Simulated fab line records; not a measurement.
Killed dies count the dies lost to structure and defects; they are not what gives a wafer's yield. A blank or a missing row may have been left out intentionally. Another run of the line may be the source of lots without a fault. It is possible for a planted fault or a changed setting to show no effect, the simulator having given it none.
Comparing a struck lot with a sound one | flow nand harc | 14 out of 1159 route steps
Sound: these wafers, L117.4, L117.5, L117.6. Struck: wafers L124.1, L124.2, L124.5. The cause is given at the end.
At each step with rows: each side's tool, then ch and its chambers, then its first start. Under that, the readings that differ: sound wafers | struck wafers | difference of the means | sigmas: that difference in standard deviations of wafers without a fault.
alike: words and numbers the same on both sides, and readings whose means are apart by under 2 such deviations; not compared: readings that were withheld, readings missing a value for some wafer, numbers with overlapping values and no deviation given by the record, and bounds like >300 which may hide the same value.
The two part at a step that has a row with sigmas, a row that says differs or no value, or rows on one side only. When numbers do not overlap yet have no deviation, they are printed without sigmas and do not part them. A reading that every wafer of one side lacks parts them only if that side has two wafers or more.

first, 1 step without rows for these wafers: NHARC_A_CHANNEL_HOLE_D1_SRD_29.
NHARC_A_CHANNEL_HOLE_D1_CD_MEAS_30:
  sound on cd sem-01, day 8 23:41; struck on cd sem-03, day 10 20:05
  alike: cd nm
NHARC_A_CHANNEL_HOLE_D1_XSEM_31:
  sound on xsem-02 ch 0, day 8 23:46; struck on xsem-02 ch 0, day 10 20:11
  alike: bot cd nm, bow nm, tilt deg
NHARC_A_CHANNEL_HOLE_D1_INSPECT_40:
  sound on defect inspect-01, day 8 23:52; struck on defect inspect-01, day 10 20:17
  alike: raw defect count
then, 2 steps without rows for these wafers: NHARC_A_CHANNEL_FILL_D1_PRECLEAN_00 (cleans in SC1); NHARC_A_CHANNEL_FILL_D1_SRD_01.
NHARC_A_CHANNEL_FILL_D1_ALD_02: deposits SiO2, target thk 6 nm, pulse time 10 s, ald cycles 60.
  sound on ald hk-03 ch 0,2,3, day 9 01:42; struck on ald hk-03 ch 2,3, day 10 20:33
  alike: heater power w, precursor pulse height rel
NHARC_A_CHANNEL_FILL_D1_ALD_03: deposits SiNx, target thk 6 nm, pulse time 60 s, ald cycles 58.
  sound on ald sin batch-03 ch 0; struck on ald sin batch-03 ch 0
  alike: precursor pulse height rel
NHARC_A_CHANNEL_FILL_D1_ALD_14: deposits SiO2, target thk 2.5 nm, pulse time 10 s, ald cycles 25.
  sound on ald hk-02 ch 0,1,3, day 9 08:20; struck on ald hk-04 ch 0,1,3, day 11 04:16
  alike: heater power w, precursor pulse height rel
then, 3 steps without rows for these wafers: NHARC_A_CHANNEL_FILL_D1_ALD_15 (deposits SiNx, target thk 2 nm, pulse time 60 s, ald cycles 19); NHARC_A_CHANNEL_FILL_D1_ALD_16 (deposits SiO2, target thk 1.5 nm, pulse time 10 s, ald cycles 15); NHARC_A_CHANNEL_FILL_D1_ANNEAL_17 (time 1800 s).
NHARC_A_CHANNEL_FILL_D1_CVD_18: deposits poly-Si, target thk 3 nm.
  sound on lpcvd poly-04 ch 0, day 9 22:54; struck on lpcvd poly-04, day 11 19:17
  no value came back on the struck wafers for spike tc bottom C (C), spike tc centre C (C), spike tc upper C (C); on the sound wafers spike tc bottom C (C) reads 567.2 567.4 567.9
NHARC_A_CHANNEL_FILL_D1_ETCHBACK_19: etches the open film in HBr/Cl2, target depth 5 nm, time 1.7 s.
  sound on rie si-04 ch 1,2,3, day 10 01:00; struck on rie si-02 ch 1,3, day 11 21:23
  reading               | sound             | struck            | difference | sigmas
  oes product au (a.u.) | 1.012 1.011 0.996 | 0.997 0.997 0.981 | -0.015     | -2
  alike: drypump motor current A, throttle valve pct
  not compared: rf hours counter h

WHERE THEY PART
Last at NHARC_A_CHANNEL_FILL_D1_ETCHBACK_19 as far as this record goes, first at NHARC_A_CHANNEL_FILL_D1_CVD_18.

WHY: the cause the simulator had injected
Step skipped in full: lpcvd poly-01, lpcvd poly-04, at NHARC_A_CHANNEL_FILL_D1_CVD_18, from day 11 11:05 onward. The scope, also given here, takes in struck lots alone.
